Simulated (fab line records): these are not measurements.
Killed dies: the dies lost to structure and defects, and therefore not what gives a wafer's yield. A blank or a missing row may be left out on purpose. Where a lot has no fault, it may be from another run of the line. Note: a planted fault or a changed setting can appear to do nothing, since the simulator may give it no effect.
The tool behind it: which one? ; flow nand_harc ; Sampling: 23 lots, 69 wafers, 4 of 1302 route steps

== WHAT THE GAUGES READ, wafer by wafer ==
NHARC_A_CONTACT_OVL_MEAS_09. Usual: overlay_x_nm 0.1 nm, standard deviation 0.71; overlay_y_nm 0.1 nm, standard deviation 0.83.
lot;measured;on;overlay_x_nm (nm);overlay_y_nm (nm);flag
L074;day 23 00:08;overlay-01;0.6 1.4 0.3;0.4 0.3 0.1;
L076;day 23 06:40;overlay-02;0.4 0.1 0.1;-0.1 -0.8 -0.5;
L077;day 23 11:55;overlay-01;-0.7 -0.2 -0.2;0.5 0.5 0.7;
L078;day 23 19:42;overlay-01;-0.7 -0.8 -0.6;0.4 0.2 0.6;
L079;day 23 22:34;overlay-02;0.1 0.4 0.1;-1.1 -1.2 -1.0;
L082;day 25 07:29;overlay-01;-0.4 -0.7 0.2;-0.8 -0.9 -1.0;
L081;day 25 08:16;overlay-01;0.9 -0.1 0.7;-0.9 -0.8 -0.7;
L080;day 25 15:25;overlay-02;-0.2 -0.5 -1.0;-1.0 -1.0 -1.6;
L083;day 25 17:46;overlay-02;-0.7 -0.7 -0.5;-0.7 0.3 -0.4;
L084;day 27 12:17;overlay-01;1.8 2.3 0.8;-0.2 -0.6 -0.5;
L086;day 27 14:23;overlay-01;0.7 0.1 0.3;0.0 -0.5 0.2;
L085;day 27 14:38;overlay-01;0.8 0.1 1.0;1.5 1.2 1.1;
L087;day 27 17:25;overlay-01;1.0 0.8 0.8;0.6 0.7 0.6;
L089;day 28 05:01;overlay-01;0.8 0.5 0.6;0.7 1.0 0.5;
L088;day 28 08:18;overlay-01;-0.2 -0.4 -0.6;0.4 0.4 0.2;
L092;day 28 22:48;overlay-01;0.7 0.1 0.9;1.1 0.1 0.6;
L090;day 29 02:23;overlay-02;0.5 0.6 -0.1;-0.6 -0.6 -0.5;
L091;day 29 07:58;overlay-02;-1.3 -1.0 -1.2;-0.6 -0.7 -0.9;
L093;day 30 21:53;overlay-02;-0.1 0.5 0.1;-0.1 0.4 0.5;
L095;day 31 01:20;overlay-02;0.4 0.4 1.0;0.2 0.4 0.4;
L097;day 31 03:10;overlay-01;-0.1 0.0 -0.1;1.9 1.8 1.8;
L094;day 31 04:54;overlay-02;-0.2 -0.4 -0.2;-0.3 0.5 0.2;
L096;day 31 17:38;overlay-02;-1.1 -0.8 -0.9;0.6 0.4 0.4;

== EACH LOT AND THE TOOL THAT RAN IT (in order: tool; ch and the chambers of the sampled wafers; start) ==
lot;NHARC_A_CONTACT_ETCH_77;NHARC_A_CONTACT_ETCH_132;NHARC_A_CONTACT_DEP_85
L074;rie_diel-06 ch 0,1,2, day 22 14:54 or earlier;har_cap_etch-01 ch 0,1, day 22 14:54;pecvd-01 ch 0,1,2, day 22 23:20
L076;rie_diel-05 ch 0,2,3, day 22 19:23 or earlier;har_cap_etch-03 ch 0,1, day 22 19:23;pecvd-04 ch 0,2, day 23 05:53
L077;rie_diel-05 ch 0,2, day 23 06:27 or earlier;har_cap_etch-01 ch 0,1, day 23 06:27;pecvd-01 ch 0,1,2, day 23 11:07
L078;rie_diel-05 ch 0,2,3, day 23 15:03 or earlier;har_cap_etch-03 ch 0,1, day 23 15:03;pecvd-01 ch 0,1, day 23 18:57
L079;rie_diel-07 ch 0,1,2, day 23 17:59 or earlier;har_cap_etch-02 ch 0,1, day 23 17:59;pecvd-01 ch 0,2, day 23 21:55
L082;rie_diel-06 ch 1,3, day 25 00:59 or earlier;har_cap_etch-01 ch 0,1, day 25 00:59;pecvd-04 ch 0,2, day 25 06:43
L081;rie_diel-05 ch 0,1,3, day 25 02:01 or earlier;har_cap_etch-03 ch 0,1, day 25 02:01;pecvd-01 ch 0,1,2, day 25 07:27
L080;rie_diel-06 ch 1,2,3, day 25 08:59 or earlier;har_cap_etch-01 ch 0, day 25 08:59;pecvd-04 ch 1,2, day 25 14:44
L083;rie_diel-06 ch 1,2,3, day 25 12:57 or earlier;har_cap_etch-01 ch 0,1, day 25 12:57;pecvd-04 ch 1,2, day 25 16:58
L084;rie_diel-07 ch 1,2,3, day 27 04:01 or earlier;har_cap_etch-02 ch 0,1, day 27 04:01;pecvd-01 ch 0,1,2, day 27 11:33
L086;rie_diel-07 ch 0,2,3, day 27 08:06 or earlier;har_cap_etch-03 ch 0, day 27 08:06;pecvd-03 ch 1,2, day 27 13:34
L085;rie_diel-06 ch 0,1, day 27 08:55 or earlier;har_cap_etch-01 ch 0,1, day 27 08:55;pecvd-03 ch 1,2, day 27 13:52
L087;rie_diel-05 ch 2,3, day 27 11:54 or earlier;har_cap_etch-02 ch 0,1, day 27 11:54;pecvd-03 ch 0,1,2, day 27 16:37
L089;rie_diel-06 ch 1,2, day 28 00:00 or earlier;har_cap_etch-03 ch 0, day 28 00:00;pecvd-03 ch 0,2, day 28 04:14
L088;rie_diel-06 ch 1,2, day 28 03:06 or earlier;har_cap_etch-02 ch 0,1, day 28 03:06;pecvd-03 ch 0,2, day 28 07:38
L092;rie_diel-06 ch 0,1, day 28 15:05 or earlier;har_cap_etch-03 ch 0,1, day 28 15:05;pecvd-03 ch 1,2, day 28 22:08
L090;rie_diel-07 ch 1,2, day 28 18:37 or earlier;har_cap_etch-01 ch 0, day 28 18:37;pecvd-04 ch 1,2, day 29 01:46
L091;rie_diel-07 ch 0,3, day 29 02:44 or earlier;har_cap_etch-03 ch 0,1, day 29 02:44;pecvd-04 ch 0,2, day 29 07:10
L093;rie_diel-06 ch 0,2,3, day 30 13:10 or earlier;har_cap_etch-01 ch 0,1, day 30 13:10;pecvd-04 ch 0,2, day 30 21:06
L095;rie_diel-06 ch 0,1,2, day 30 18:10 or earlier;har_cap_etch-02 ch 0,1, day 30 18:10;pecvd-04 ch 0,1,2, day 31 00:37
L097;rie_diel-05 ch 1,2,3, day 30 20:19 or earlier;har_cap_etch-03 ch 0,1, day 30 20:19;pecvd-01 ch 0,2, day 31 02:21
L094;rie_diel-06 ch 0,2,3, day 30 23:13 or earlier;har_cap_etch-01 ch 0,1, day 30 23:13;pecvd-01 ch 0,1,2, day 31 04:05
L096;rie_diel-07 ch 0,3, day 31 12:23 or earlier;har_cap_etch-01 ch 0,1, day 31 12:23;pecvd-04 ch 0,1,2, day 31 16:53
- NHARC_A_CONTACT_ETCH_77: etches the open film in CF4/CHF3, target depth 108.9 nm, time 54.5 s.
- NHARC_A_CONTACT_ETCH_132: etches the open film in C4F8/O2/Ar, time 197 s, target depth 1924 nm.
- NHARC_A_CONTACT_DEP_85: deposits SiON, target thk 60 nm.

== WHAT THE TOOLS THEMSELVES READ (means of the sampled wafers that have a number; where no wafer has one, the mark that the record gives instead) ==
NHARC_A_CONTACT_ETCH_77. Usual: bias_w 200.0 W, standard deviation 0.62; chamber_pressure_mTorr 24.999 mTorr, standard deviation 0.021; chf3_flow_sccm 30.00 sccm, standard deviation 0.093; drypump_motor_current_A 5.7 A, standard deviation 0.53; oes_product_au 0.938 a.u., standard deviation 0.021; rf_vpp_V 371.4 V, standard deviation 2.1; showerhead_plenum_p_Torr 1.59 Torr, standard deviation 0.057; throttle_valve_pct 16.803 %, standard deviation 0.0095.
lot;tool;bias_w (W);chamber_pressure_mTorr (mTorr);chf3_flow_sccm (sccm);drypump_motor_current_A (A);oes_product_au (a.u.);rf_vpp_V (V);showerhead_plenum_p_Torr (Torr);throttle_valve_pct (%);flag
L074;rie_diel-06;198.9;25.015;30.05;5.9;0.927;372.0;1.60;16.802;
L076;rie_diel-05;199.8;24.998;30.12;5.4;0.916;372.7;1.62;16.804;
L077;rie_diel-05;200.0;25.004;29.89;5.1;0.928;372.7;1.62;16.795;
L078;rie_diel-05;200.7;24.988;30.05;5.4;0.919;372.7;1.62;16.799;
L079;rie_diel-07;199.9;25.008;29.96;5.8;0.973;371.2;1.59;16.797;
L082;rie_diel-06;200.5;25.033;29.98;5.1;0.924;370.5;1.55;16.805;
L081;rie_diel-05;199.9;24.993;30.08;5.2;0.928;369.7;1.56;16.801;
L080;rie_diel-06;199.8;25.011;30.02;5.5;0.974;370.3;1.58;16.804;
L083;rie_diel-06;200.2;24.987;30.03;5.5;0.936;370.4;1.57;16.794;
L084;rie_diel-07;199.6;25.018;30.02;5.9;0.928;370.8;1.58;16.803;
L086;rie_diel-07;200.3;24.984;30.11;5.9;0.928;369.7;1.56;16.801;
L085;rie_diel-06;199.5;25.006;29.98;5.5;0.974;371.6;1.57;16.809;
L087;rie_diel-05;200.1;24.995;29.99;5.9;0.938;373.2;1.64;16.814;
L089;rie_diel-06;200.2;24.992;29.86;5.5;0.931;370.2;1.56;16.808;
L088;rie_diel-06;199.6;24.982;29.95;5.9;0.937;369.9;1.58;16.797;
L092;rie_diel-06;200.1;24.983;29.89;5.5;0.924;370.3;1.57;16.802;
L090;rie_diel-07;200.3;25.004;29.97;5.7;0.933;374.5;1.69;16.800;
L091;rie_diel-07;200.9;25.005;30.07;6.0;0.952;371.7;1.61;16.806;
L093;rie_diel-06;199.8;25.000;30.09;6.0;0.925;371.7;1.61;16.795;
L095;rie_diel-06;200.4;24.997;29.92;5.9;0.917;372.4;1.59;16.804;
L097;rie_diel-05;200.2;24.989;29.99;5.7;0.930;370.9;1.57;16.803;
L094;rie_diel-06;200.6;24.999;29.94;6.0;0.977;371.5;1.60;16.804;
L096;rie_diel-07;200.3;25.012;30.04;6.0;0.951;372.8;1.60;16.803;

NHARC_A_CONTACT_ETCH_132. Usual: chamber_pressure_mTorr 20.000 mTorr, standard deviation 0.018; oes_air_line_au 1.000 a.u., standard deviation 0.02.
lot;tool;chamber_pressure_mTorr (mTorr);oes_air_line_au (a.u.);flag
L074;har_cap_etch-01;19.984;0.992;
L076;har_cap_etch-03;20.017;0.994;
L077;har_cap_etch-01;20.002;0.998;
L078;har_cap_etch-03;20.000;1.004;
L079;har_cap_etch-02;19.998;0.985;
L082;har_cap_etch-01;19.989;0.993;
L081;har_cap_etch-03;20.006;1.008;
L080;har_cap_etch-01;20.005;1.003;
L083;har_cap_etch-01;19.995;1.017;
L084;har_cap_etch-02;20.021;0.989;
L086;har_cap_etch-03;20.012;1.004;
L085;har_cap_etch-01;20.000;1.005;
L087;har_cap_etch-02;19.988;1.009;
L089;har_cap_etch-03;20.006;0.991;
L088;har_cap_etch-02;19.998;0.989;
L092;har_cap_etch-03;20.014;1.006;
L090;har_cap_etch-01;19.988;0.999;
L091;har_cap_etch-03;20.007;1.014;
L093;har_cap_etch-01;20.018;1.013;
L095;har_cap_etch-02;20.003;0.986;
L097;har_cap_etch-03;19.986;0.989;
L094;har_cap_etch-01;20.004;0.995;
L096;har_cap_etch-01;19.981;0.997;

NHARC_A_CONTACT_DEP_85. Usual: heater_power_w 751 W, standard deviation 81.
lot;tool;heater_power_w (W);flag
L074;pecvd-01;809;
L076;pecvd-04;715;
L077;pecvd-01;817;
L078;pecvd-01;785;
L079;pecvd-01;782;
L082;pecvd-04;756;
L081;pecvd-01;773;
L080;pecvd-04;710;
L083;pecvd-04;757;
L084;pecvd-01;817;
L086;pecvd-03;719;
L085;pecvd-03;727;
L087;pecvd-03;720;
L089;pecvd-03;724;
L088;pecvd-03;676;
L092;pecvd-03;593;
L090;pecvd-04;720;
L091;pecvd-04;679;
L093;pecvd-04;700;
L095;pecvd-04;708;
L097;pecvd-01;795;
L094;pecvd-01;883;
L096;pecvd-04;718;

== THE ANSWER, worked out from the rows above alone ==
Rule: a lot counts as off when the mean over its wafers that have a number is more than 3 standard deviations away from the usual mean. A lot without any number at a reading at which 4 lots or more have one is off too. All remaining lots with rows at the step are treated as sound. Order of review: gauges by route order, followed by the tools' own readings, for which a lot's mean as printed above is used. At the first step where some lot is off, the reading lying furthest off is the one used; lots without a number count as furthest.
No lot is off at any reading shown: from this, nothing can be told.

== WHAT THE SIMULATOR PUT IN ==
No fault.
